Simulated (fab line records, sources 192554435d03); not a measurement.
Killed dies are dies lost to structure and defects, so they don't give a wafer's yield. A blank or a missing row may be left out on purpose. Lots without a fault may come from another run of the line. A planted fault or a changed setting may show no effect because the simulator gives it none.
Which tool did it? | flow n5_finfet | 23 lots, 69 wafers sampled, at 6 steps of a route of 1938

WHAT THE GAUGES READ, wafer by wafer
N5_FIN_SAQP_CD_MEAS_37: target cd 8 nm. Usual: cd_nm 8.06 nm, standard deviation 0.28.
lot  | measured    | on        | cd_nm (nm)     | flag
L075 | day 2 10:31 | cd_sem-03 | 8.20 8.23 8.01 |
L076 | day 2 16:10 | cd_sem-01 | 8.23 8.27 8.16 |
L077 | day 2 23:24 | cd_sem-01 | 8.25 8.27 7.86 |
L078 | day 3 04:04 | cd_sem-02 | 8.34 8.29 7.89 |
L079 | day 3 09:17 | cd_sem-02 | 7.98 8.24 7.98 |
L080 | day 3 14:38 | cd_sem-01 | 8.48 8.67 8.05 |
L081 | day 3 20:19 | cd_sem-01 | 7.92 8.23 8.20 |
L082 | day 4 02:59 | cd_sem-02 | 8.07 7.89 8.08 |
L083 | day 4 09:09 | cd_sem-01 | 8.64 8.02 7.63 |
L084 | day 4 17:20 | cd_sem-01 | 8.48 7.41 8.57 |
L085 | day 4 20:34 | cd_sem-01 | 8.21 7.81 8.39 |
L086 | day 5 06:41 | cd_sem-01 | 8.34 8.12 7.86 |
L087 | day 5 09:37 | cd_sem-03 | 7.79 8.31 7.84 |
L088 | day 5 16:47 | cd_sem-03 | 8.14 8.44 7.34 |
L089 | day 5 20:50 | cd_sem-01 | 7.99 7.89 7.84 |
L090 | day 6 02:27 | cd_sem-01 | 8.38 8.28 8.26 |
L091 | day 6 10:34 | cd_sem-02 | 8.18 8.10 7.88 |
L092 | day 6 15:30 | cd_sem-02 | 8.14 8.40 8.03 |
L093 | day 6 20:50 | cd_sem-01 | 8.24 7.75 8.16 |
L094 | day 7 04:46 | cd_sem-02 | 8.13 7.39 8.20 |
L095 | day 7 08:50 | cd_sem-03 | 8.21 8.30 7.87 |
L096 | day 7 15:52 | cd_sem-03 | 8.22 7.99 7.70 |
L097 | day 7 20:42 | cd_sem-02 | 7.84 8.01 7.55 |

N5_FIN_SAQP_INSPECT_40: inspects for defects (brightfield). Usual: raw_defect_count 213, standard deviation 63.
lot  | measured    | on                | raw_defect_count | flag
L075 | day 2 10:38 | defect_inspect-02 | 210 233 257      |
L076 | day 2 16:19 | defect_inspect-02 | 223 211 143      |
L077 | day 2 23:31 | defect_inspect-01 | 140 240 181      |
L078 | day 3 04:13 | defect_inspect-02 | 226 327 225      |
L079 | day 3 09:25 | defect_inspect-02 | 250 313 274      |
L080 | day 3 14:46 | defect_inspect-01 | 115 118 184      |
L081 | day 3 20:27 | defect_inspect-01 | 159 257 149      |
L082 | day 4 03:07 | defect_inspect-01 | 211 184 194      |
L083 | day 4 09:17 | defect_inspect-01 | 259 291 172      |
L084 | day 4 17:28 | defect_inspect-01 | 133 148 144      |
L085 | day 4 20:42 | defect_inspect-01 | 299 163 338      |
L086 | day 5 06:49 | defect_inspect-02 | 235 173 174      |
L087 | day 5 09:44 | defect_inspect-02 | 174 225 214      |
L088 | day 5 16:55 | defect_inspect-02 | 143 198 244      |
L089 | day 5 20:58 | defect_inspect-02 | 175 246 254      |
L090 | day 6 02:35 | defect_inspect-02 | 177 166 176      |
L091 | day 6 10:42 | defect_inspect-02 | 123 127 148      |
L092 | day 6 15:38 | defect_inspect-02 | 152 156 160      |
L093 | day 6 20:58 | defect_inspect-02 | 265 282 412      |
L094 | day 7 04:54 | defect_inspect-01 | 249 300 373      |
L095 | day 7 08:58 | defect_inspect-01 | 193 274 197      |
L096 | day 7 15:59 | defect_inspect-02 | 316 144 163      |
L097 | day 7 20:52 | defect_inspect-02 | 202 271 110      |

WHICH TOOL RAN EACH LOT (tool, then ch and the chambers of the sampled wafers, then the start)
lot  | N5_FIN_SAQP_SPACER1_ETCHBACK_25   | N5_FIN_SAQP_SPACER2_ALD_28       | N5_FIN_SAQP_STRIP_77              | N5_FIN_SAQP_ETCH_64
L075 | rie_diel-04 ch 0,1, day 2 07:57   | ald_sin-04 ch 1,2, day 2 09:19   | rie_diel-04 ch 0,1, day 2 10:11   | rie_si-05 ch 0,3, day 2 10:22
L076 | rie_diel-03 ch 0,1,3, day 2 13:52 | ald_sin-01 ch 0,1,3, day 2 15:11 | rie_diel-04 ch 0,1, day 2 15:51   | rie_si-03 ch 1,2, day 2 16:01
L077 | rie_diel-05 ch 1,2,3, day 2 19:44 | ald_sin-04 ch 1,2,3, day 2 22:13 | rie_diel-05 ch 1,2,3, day 2 23:08 | rie_si-05 ch 0,2,3, day 2 23:15
L078 | rie_diel-04 ch 0,1, day 3 01:41   | ald_sin-01 ch 0,1, day 3 02:59   | rie_diel-03 ch 2,3, day 3 03:45   | rie_si-06 ch 0,2, day 3 03:55
L079 | rie_diel-04 ch 0,1,2, day 3 06:41 | ald_sin-01 ch 2,3, day 3 08:07   | rie_diel-03 ch 0,1,2, day 3 08:58 | rie_si-05 ch 0,2,3, day 3 09:08
L080 | rie_diel-05 ch 0,2,3, day 3 12:17 | ald_sin-02 ch 1,2,3, day 3 13:35 | rie_diel-05 ch 0,1,3, day 3 14:19 | rie_si-06 ch 0,1,3, day 3 14:29
L081 | rie_diel-04 ch 0,3, day 3 17:41   | ald_sin-02 ch 0,1, day 3 19:07   | rie_diel-04 ch 0,3, day 3 20:00   | rie_si-06 ch 1,2,3, day 3 20:10
L082 | rie_diel-04 ch 0,1,3, day 4 00:32 | ald_sin-01 ch 2,3, day 4 02:01   | rie_diel-04 ch 1,2,3, day 4 02:40 | rie_si-06 ch 0,2,3, day 4 02:50
L083 | rie_diel-04 ch 1,2,3, day 4 06:53 | ald_sin-02 ch 1,2,3, day 4 08:07 | rie_diel-05 ch 1,2,3, day 4 08:50 | rie_si-06 ch 0,2,3, day 4 09:01
L084 | rie_diel-04 ch 0,1,3, day 4 15:08 | ald_sin-01 ch 0,1,3, day 4 16:22 | rie_diel-04 ch 0,2,3, day 4 17:02 | rie_si-05 ch 0,2, day 4 17:12
L085 | rie_diel-05 ch 1,3, day 4 18:22   | ald_sin-01 ch 0,2,3, day 4 19:35 | rie_diel-04 ch 0,1,3, day 4 20:16 | rie_si-05 ch 0,1, day 4 20:26
L086 | rie_diel-04 ch 0,1,2, day 5 04:26 | ald_sin-04 ch 0,2,3, day 5 05:43 | rie_diel-03 ch 0,2,3, day 5 06:23 | rie_si-06 ch 0,2,3, day 5 06:33
L087 | rie_diel-05 ch 0,1,3, day 5 06:43 | ald_sin-04 ch 1,2,3, day 5 08:03 | rie_diel-05 ch 0,1,3, day 5 09:18 | rie_si-06 ch 0,1,3, day 5 09:28
L088 | rie_diel-05 ch 0,1,3, day 5 14:07 | ald_sin-01 ch 0,1,2, day 5 15:41 | rie_diel-04 ch 1,2,3, day 5 16:28 | rie_si-06 ch 1,2,3, day 5 16:38
L089 | rie_diel-04 ch 0,2,3, day 5 18:38 | ald_sin-01 ch 1,2,3, day 5 19:52 | rie_diel-03 ch 0,1, day 5 20:32   | rie_si-05 ch 1,3, day 5 20:42
L090 | rie_diel-03 ch 0,1,3, day 6 00:15 | ald_sin-01 ch 1,2,3, day 6 01:28 | rie_diel-05 ch 0,1,2, day 6 02:08 | rie_si-06 ch 0,1,3, day 6 02:19
L091 | rie_diel-04 ch 0,2,3, day 6 07:35 | ald_sin-04 ch 1,2,3, day 6 09:31 | rie_diel-05 ch 0,1,2, day 6 10:16 | rie_si-05 ch 1,2,3, day 6 10:26
L092 | rie_diel-04 ch 0,3, day 6 13:07   | ald_sin-02 ch 1,2,3, day 6 14:25 | rie_diel-04 ch 0,2,3, day 6 15:11 | rie_si-05 ch 2,3, day 6 15:22
L093 | rie_diel-03 ch 1,2, day 6 18:21   | ald_sin-01 ch 1,3, day 6 19:52   | rie_diel-05 ch 0,2,3, day 6 20:31 | rie_si-06 ch 0,2, day 6 20:41
L094 | rie_diel-03 ch 1,2, day 7 02:28   | ald_sin-01 ch 0,3, day 7 03:47   | rie_diel-05 ch 0,1,2, day 7 04:27 | rie_si-05 ch 1,2,3, day 7 04:37
L095 | rie_diel-04 ch 1,2,3, day 7 06:28 | ald_sin-02 ch 0,1,2, day 7 07:52 | rie_diel-03 ch 1,2,3, day 7 08:31 | rie_si-03 ch 0,2,3, day 7 08:41
L096 | rie_diel-05 ch 0,1,2, day 7 11:59 | ald_sin-01 ch 0,1,3, day 7 14:53 | rie_diel-03 ch 1,2,3, day 7 15:32 | rie_si-05 ch 0,3, day 7 15:43
L097 | rie_diel-04 ch 1,2,3, day 7 17:26 | ald_sin-01 ch 1,2,3, day 7 19:26 | rie_diel-04 ch 2,3, day 7 20:23   | rie_si-05 ch 0,2,3, day 7 20:34
- N5_FIN_SAQP_SPACER1_ETCHBACK_25: etches SiO2 in CHF3/O2, target depth 24.4 nm, time 12.2 s.
- N5_FIN_SAQP_SPACER2_ALD_28: deposits SiO2, target thk 8.1 nm, pulse time 1 s, purge time 2 s.
- N5_FIN_SAQP_STRIP_77: strips in N2/H2, time 90 s.
- N5_FIN_SAQP_ETCH_64: etches SiO2 in CF4, target depth 1.5 nm.

WHAT THE TOOLS THEMSELVES READ (means of the sampled wafers that have a number; where no wafer has one, the mark that the record gives instead)
N5_FIN_SAQP_SPACER1_ETCHBACK_25. Usual: chamber_pressure_mTorr 30.002 mTorr, standard deviation 0.026; drypump_motor_current_A 5.7 A, standard deviation 0.61; oes_o_777_au 0.79 a.u., standard deviation 0.084; oes_product_au 0.80 a.u., standard deviation 0.091; rf_vpp_V 519 V, standard deviation 9.1; showerhead_plenum_p_Torr 2.42 Torr, standard deviation 0.078; throttle_valve_pct 18.95 %, standard deviation 0.24.
lot  | tool        | chamber_pressure_mTorr (mTorr) | drypump_motor_current_A (A) | oes_o_777_au (a.u.) | oes_product_au (a.u.) | rf_vpp_V (V) | showerhead_plenum_p_Torr (Torr) | throttle_valve_pct (%) | flag
L075 | rie_diel-04 | 29.996                         | 6.2                         | 0.75                | 0.74                  | 516          | 2.45                            | 19.10                  |
L076 | rie_diel-03 | 30.011                         | 5.2                         | 0.77                | 0.77                  | 526          | 2.35                            | 19.05                  |
L077 | rie_diel-05 | 29.998                         | 5.9                         | 0.88                | 0.89                  | 521          | 2.44                            | 18.73                  |
L078 | rie_diel-04 | 29.997                         | 6.2                         | 0.75                | 0.74                  | 517          | 2.45                            | 19.12                  |
L079 | rie_diel-04 | 30.003                         | 5.8                         | 0.73                | 0.73                  | 517          | 2.41                            | 19.04                  |
L080 | rie_diel-05 | 30.002                         | 5.8                         | 0.93                | 0.94                  | 522          | 2.42                            | 18.56                  |
L081 | rie_diel-04 | 29.997                         | 6.2                         | 0.78                | 0.77                  | 512          | 2.46                            | 19.19                  |
L082 | rie_diel-04 | 29.989                         | 6.2                         | 0.75                | 0.75                  | 516          | 2.48                            | 19.07                  |
L083 | rie_diel-04 | 30.035                         | 5.8                         | 0.73                | 0.73                  | 517          | 2.44                            | 18.99                  |
L084 | rie_diel-04 | 29.986                         | 6.2                         | 0.75                | 0.75                  | 515          | 2.48                            | 19.08                  |
L085 | rie_diel-05 | 29.983                         | 5.6                         | 0.85                | 0.85                  | 518          | 2.40                            | 18.73                  |
L086 | rie_diel-04 | 30.000                         | 5.8                         | 0.71                | 0.71                  | 517          | 2.41                            | 19.06                  |
L087 | rie_diel-05 | 29.992                         | 5.4                         | 0.85                | 0.85                  | 519          | 2.44                            | 18.76                  |
L088 | rie_diel-05 | 30.019                         | 5.4                         | 0.84                | 0.85                  | 519          | 2.44                            | 18.76                  |
L089 | rie_diel-04 | 30.026                         | 5.8                         | 0.74                | 0.73                  | 512          | 2.41                            | 19.14                  |
L090 | rie_diel-03 | 30.000                         | 5.2                         | 0.81                | 0.84                  | 526          | 2.34                            | 18.97                  |
L091 | rie_diel-04 | 30.022                         | 5.8                         | 0.74                | 0.73                  | 512          | 2.41                            | 19.14                  |
L092 | rie_diel-04 | 29.988                         | 6.2                         | 0.75                | 0.74                  | 511          | 2.45                            | 19.23                  |
L093 | rie_diel-03 | 30.001                         | 4.8                         | 0.84                | 0.87                  | 534          | 2.37                            | 19.04                  |
L094 | rie_diel-03 | 30.013                         | 5.0                         | 0.85                | 0.87                  | 532          | 2.37                            | 19.03                  |
L095 | rie_diel-04 | 29.989                         | 5.8                         | 0.80                | 0.80                  | 516          | 2.43                            | 18.90                  |
L096 | rie_diel-05 | 29.979                         | 5.7                         | 0.82                | 0.83                  | 523          | 2.46                            | 18.81                  |
L097 | rie_diel-04 | 30.019                         | 5.8                         | 0.80                | 0.79                  | 516          | 2.43                            | 18.92                  |

N5_FIN_SAQP_SPACER2_ALD_28. Usual: heater_power_w 481 W, standard deviation 40; precursor_pulse_height_rel 0.999, standard deviation 0.017; susceptor_temp_C 300.00 C, standard deviation 0.2.
lot  | tool       | heater_power_w (W) | precursor_pulse_height_rel | susceptor_temp_C (C) | flag
L075 | ald_sin-04 | 447                | 1.007                      | 300.07               |
L076 | ald_sin-01 | 466                | 0.984                      | 300.16               |
L077 | ald_sin-04 | 483                | 0.990                      | 300.08               |
L078 | ald_sin-01 | 454                | 1.017                      | 300.03               |
L079 | ald_sin-01 | 495                | 0.993                      | 300.08               |
L080 | ald_sin-02 | 536                | 1.005                      | 299.96               |
L081 | ald_sin-02 | 470                | 0.994                      | 300.05               |
L082 | ald_sin-01 | 489                | 1.001                      | 300.00               |
L083 | ald_sin-02 | 541                | 1.007                      | 299.98               |
L084 | ald_sin-01 | 460                | 0.990                      | 299.96               |
L085 | ald_sin-01 | 477                | 1.003                      | 300.15               |
L086 | ald_sin-04 | 473                | 0.989                      | 300.11               |
L087 | ald_sin-04 | 460                | 1.010                      | 299.93               |
L088 | ald_sin-01 | 467                | 0.994                      | 299.99               |
L089 | ald_sin-01 | 481                | 1.010                      | 299.95               |
L090 | ald_sin-01 | 478                | 1.002                      | 299.86               |
L091 | ald_sin-04 | 464                | 0.991                      | 299.88               |
L092 | ald_sin-02 | 535                | 0.993                      | 300.08               |
L093 | ald_sin-01 | 469                | 1.002                      | 300.04               |
L094 | ald_sin-01 | 481                | 1.025                      | 300.14               |
L095 | ald_sin-02 | 509                | 1.005                      | 299.89               |
L096 | ald_sin-01 | 463                | 1.007                      | 300.16               |
L097 | ald_sin-01 | 482                | 0.999                      | 300.04               |

N5_FIN_SAQP_STRIP_77. Usual: chamber_pressure_mTorr 100.00 mTorr, standard deviation 0.081; drypump_motor_current_A 5.6 A, standard deviation 0.61; oes_product_au 0.81 a.u., standard deviation 0.092; rf_vpp_V 45.2 V, standard deviation 0.81; showerhead_plenum_p_Torr 3.38 Torr, standard deviation 0.11; throttle_valve_pct 12.21 %, standard deviation 0.24.
lot  | tool        | chamber_pressure_mTorr (mTorr) | drypump_motor_current_A (A) | oes_product_au (a.u.) | rf_vpp_V (V) | showerhead_plenum_p_Torr (Torr) | throttle_valve_pct (%) | flag
L075 | rie_diel-04 | 100.02                         | 6.3                         | 0.73                  | 45.9         | 3.45                            | 12.28                  |
L076 | rie_diel-04 | 100.04                         | 6.2                         | 0.74                  | 45.3         | 3.41                            | 12.37                  |
L077 | rie_diel-05 | 100.07                         | 5.9                         | 0.87                  | 45.5         | 3.43                            | 12.00                  |
L078 | rie_diel-03 | 99.95                          | 5.1                         | 0.76                  | 45.4         | 3.32                            | 12.29                  |
L079 | rie_diel-03 | 99.95                          | 5.2                         | 0.86                  | 44.7         | 3.29                            | 12.31                  |
L080 | rie_diel-05 | 100.05                         | 5.4                         | 0.87                  | 45.0         | 3.43                            | 12.07                  |
L081 | rie_diel-04 | 100.01                         | 6.2                         | 0.78                  | 45.1         | 3.42                            | 12.43                  |
L082 | rie_diel-04 | 100.06                         | 5.8                         | 0.74                  | 45.6         | 3.40                            | 12.26                  |
L083 | rie_diel-05 | 100.02                         | 5.9                         | 0.85                  | 45.5         | 3.42                            | 12.04                  |
L084 | rie_diel-04 | 100.07                         | 5.8                         | 0.75                  | 45.0         | 3.36                            | 12.35                  |
L085 | rie_diel-04 | 100.03                         | 6.2                         | 0.75                  | 45.6         | 3.45                            | 12.37                  |
L086 | rie_diel-03 | 99.90                          | 5.3                         | 0.84                  | 45.0         | 3.28                            | 12.17                  |
L087 | rie_diel-05 | 100.05                         | 5.4                         | 0.85                  | 45.5         | 3.43                            | 12.10                  |
L088 | rie_diel-04 | 100.00                         | 5.8                         | 0.72                  | 44.9         | 3.39                            | 12.30                  |
L089 | rie_diel-03 | 100.00                         | 5.0                         | 0.82                  | 45.2         | 3.27                            | 12.42                  |
L090 | rie_diel-05 | 99.97                          | 5.7                         | 0.84                  | 45.4         | 3.47                            | 12.11                  |
L091 | rie_diel-05 | 100.04                         | 5.7                         | 0.84                  | 45.6         | 3.47                            | 12.11                  |
L092 | rie_diel-04 | 99.97                          | 5.8                         | 0.73                  | 45.5         | 3.35                            | 12.41                  |
L093 | rie_diel-05 | 100.01                         | 5.8                         | 0.88                  | 46.1         | 3.40                            | 11.92                  |
L094 | rie_diel-05 | 100.01                         | 5.7                         | 0.84                  | 45.2         | 3.47                            | 12.13                  |
L095 | rie_diel-03 | 100.07                         | 5.0                         | 0.87                  | 44.7         | 3.31                            | 12.13                  |
L096 | rie_diel-03 | 99.96                          | 5.0                         | 0.87                  | 45.1         | 3.30                            | 12.13                  |
L097 | rie_diel-04 | 100.03                         | 5.3                         | 0.71                  | 45.8         | 3.29                            | 12.35                  |

N5_FIN_SAQP_ETCH_64. Usual: chamber_pressure_mTorr 10.000 mTorr, standard deviation 0.0085; drypump_motor_current_A 5.6 A, standard deviation 0.48; he_backside_leak_sccm 2.75 sccm, standard deviation 0.24; oes_product_au 0.995 a.u., standard deviation 0.017; throttle_valve_pct 21.73 %, standard deviation 0.18.
lot  | tool      | chamber_pressure_mTorr (mTorr) | drypump_motor_current_A (A) | he_backside_leak_sccm (sccm) | oes_product_au (a.u.) | throttle_valve_pct (%) | flag
L075 | rie_si-05 | 9.995                          | 5.9                         | 2.79                         | 0.996                 | 21.91                  |
L076 | rie_si-03 | 10.001                         | 6.3                         | 2.80                         | 1.014                 | 21.48                  |
L077 | rie_si-05 | 10.003                         | 6.0                         | 2.85                         | 0.993                 | 21.76                  |
L078 | rie_si-06 | 9.998                          | 5.5                         | 2.52                         | 0.998                 | 21.71                  |
L079 | rie_si-05 | 10.003                         | 6.0                         | 2.79                         | 1.004                 | 21.77                  |
L080 | rie_si-06 | 10.006                         | 5.4                         | 2.72                         | 0.992                 | 21.64                  |
L081 | rie_si-06 | 9.997                          | 5.2                         | 2.75                         | 1.000                 | 21.79                  |
L082 | rie_si-06 | 9.998                          | 5.3                         | 2.77                         | 1.000                 | 21.76                  |
L083 | rie_si-06 | 9.996                          | 5.3                         | 2.76                         | 1.010                 | 21.76                  |
L084 | rie_si-05 | 9.996                          | 6.1                         | 3.03                         | 1.003                 | 21.61                  |
L085 | rie_si-05 | 10.005                         | 5.3                         | 2.70                         | 1.001                 | 21.70                  |
L086 | rie_si-06 | 10.003                         | 5.3                         | 2.88                         | 1.005                 | 21.77                  |
L087 | rie_si-06 | 10.003                         | 5.4                         | 2.79                         | 0.989                 | 21.65                  |
L088 | rie_si-06 | 9.991                          | 5.3                         | 2.72                         | 0.992                 | 21.79                  |
L089 | rie_si-05 | 9.995                          | 5.4                         | 2.68                         | 0.990                 | 21.82                  |
L090 | rie_si-06 | 9.999                          | 5.4                         | 2.79                         | 0.993                 | 21.64                  |
L091 | rie_si-05 | 10.000                         | 5.8                         | 2.66                         | 0.984                 | 21.76                  |
L092 | rie_si-05 | 9.994                          | 6.1                         | 2.78                         | 0.988                 | 21.88                  |
L093 | rie_si-06 | 10.002                         | 5.5                         | 2.61                         | 0.997                 | 21.71                  |
L094 | rie_si-05 | 10.008                         | 5.8                         | 2.66                         | 0.992                 | 21.76                  |
L095 | rie_si-03 | 9.993                          | 6.1                         | 2.65                         | 1.008                 | 21.62                  |
L096 | rie_si-05 | 10.005                         | 5.9                         | 2.76                         | 0.982                 | 21.75                  |
L097 | rie_si-05 | 9.997                          | 6.0                         | 2.74                         | 0.994                 | 21.73                  |

THE ANSWER, worked out from the rows above alone
Rule: a lot is off if the mean of its wafers that have a number lies more than 3 standard deviations from the usual mean. A lot without any number at a reading at which 4 lots or more have one is off too. The other lots that the step has rows for count as sound. The gauges are gone through in route order, then the tools' own readings, and for those a lot's mean is taken as printed above. The first step at which some lot is off is used, and at that step the reading that is off furthest; a lot without a number counts as furthest.
No lot is off at any reading shown: from this, nothing can be told.

WHAT THE SIMULATOR HAD PUT IN
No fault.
